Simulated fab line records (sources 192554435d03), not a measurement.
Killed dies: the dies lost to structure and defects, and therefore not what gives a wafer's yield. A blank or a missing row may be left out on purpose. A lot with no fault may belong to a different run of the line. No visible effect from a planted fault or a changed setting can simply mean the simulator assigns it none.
Split-lot study	flow n5_finfet	21 wafers read across 7 lots, on a route 1938 steps long

THE SPLIT
At N5_MOL_CONTACT_COAG_COAT_64 (time 60 s, resist thk 10 nm), the setting spin_rpm was moved away from the recipe's 1500 rpm on 6 of the 21 wafers read, by -7.2% to +10.1%. The other wafers ran this setting at the recipe's value.

FROM THE SPLIT TO THE READING: what the file shows between them, 4 steps
- N5_MOL_CONTACT_COAG_EXPOSE_37: exposes mask VD, defocus 0 nm (also split here: dose_mj)
- N5_MOL_CONTACT_COAG_PEB_38: peb time 60 s
- N5_MOL_CONTACT_COAG_DEVELOP_39: develop time 30 s
- N5_MOL_CONTACT_COAG_DESCUM_45: chemistry O2, time 7 s

THE READING
etch.depth_nm (the simulator's own value, which no gauge read), in nm, at N5_MOL_CONTACT_COAG_ETCH_65 (etches underlayer in N2/H2, target depth 13 nm, time 10.4 s). No usual value for it is given in the file. The 15 wafers here that ran the recipe average 10.013 nm, standard deviation 0.028 nm.

wafer	tool, chamber at the split	spin_rpm as run, rpm	against the recipe	etch.depth_nm, nm	against lot-mates on the recipe
L074.1	litho_track-05, 0	1500	recipe	9.959	-
L074.2	litho_track-05, 0	1500	recipe	10.01	-
L074.5	litho_track-05, 0	1500	recipe	9.998	-
L078.1	litho_track-02, 0	1652	+10.1%	9.524	-0.476
L078.3	litho_track-02, 0	1500	recipe	10	-
L078.6	litho_track-02, 0	1652	+10.1%	9.571	-0.429
L080.1	litho_track-02, 0	1500	recipe	9.973	-
L080.4	litho_track-02, 0	1641	+9.4%	9.549	-0.424
L080.5	litho_track-02, 0	1500	recipe	9.972	-
L083.3	litho_track-02, 0	1500	recipe	10.03	-
L083.5	litho_track-02, 0	1500	recipe	10.03	-
L083.6	litho_track-02, 0	1430	-4.7%	10.24	+0.210
L085.1	litho_track-05, 0	1500	recipe	10.06	-
L085.5	litho_track-05, 0	1500	recipe	10.03	-
L085.6	litho_track-05, 0	1500	recipe	10.04	-
L088.2	litho_track-03, 0	1392	-7.2%	10.42	+0.380
L088.5	litho_track-03, 0	1500	recipe	10.04	-
L088.6	litho_track-03, 0	1392	-7.2%	10.41	+0.370
L097.1	litho_track-05, 0	1500	recipe	10.02	-
L097.2	litho_track-05, 0	1500	recipe	10.03	-
L097.6	litho_track-05, 0	1500	recipe	9.999	-

THE FIT
A straight line over all 21 wafers: etch.depth_nm changes by -0.0494 nm for each +1% of spin_rpm; r = -0.99; the points scatter about the line by 0.031 nm.
The same after taking each lot's own level away (the mean of its wafers on the recipe; 21 wafers): -0.0467 nm for each +1%; r = -1.00; scatter 0.019 nm.
That fit puts the effect of the largest move of spin_rpm on the reading at 0.47 nm.
The lots' own levels span 9.9725 to 10.0433 nm, that is 2.5 times the standard deviation above.
So the lot-to-lot level changes the slope little: the two slopes agree.
Check: with one of the wafers moved furthest among these (+10.1%) left out of the fit, the line predicts -0.465 nm for it against its lot-mates. Against them it came out at -0.476 nm.

ADDITIONAL SPLITS CARRIED BY THESE WAFERS
These wafers also went through other splits before the reading. Each is held against what the fit with the lots' levels taken away leaves over:
other split on the same wafers	wafers away from the commonest value	r with etch.depth_nm (lot level and that fit taken away)
N5_MOL_CONTACT_COAG_COAT_58 spin_rpm	10	-0.32
N5_MOL_CONTACT_COAG_ETCH_105 bias_w	10	-0.21
N5_MOL_CONTACT_COAG_EXPOSE_37 dose_mj	4	+0.07

THE WHOLE CHAIN: every reading that the file lists as answering this split, in the file's order
step	what it does	reading	change (the file's fit)	r (the file's)
N5_MOL_CONTACT_COAG_COAT_64	time 60 s, resist thk 10 nm	underlayer_of_MOL_CONTACT_COAG_COAT_64.thk_nm (the simulator's own value, which no gauge read)	-0.0439 nm for each +1% of the setting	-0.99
N5_MOL_CONTACT_COAG_ETCH_65	etches underlayer in N2/H2, target depth 13 nm, time 10.4 s	etch.depth_nm (the simulator's own value, which no gauge read)	-0.0464 nm for each +1% of the setting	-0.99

THE FILE'S OWN FIT
etch.depth_nm changes by -0.0464 nm for each +1% of spin_rpm, r = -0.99.
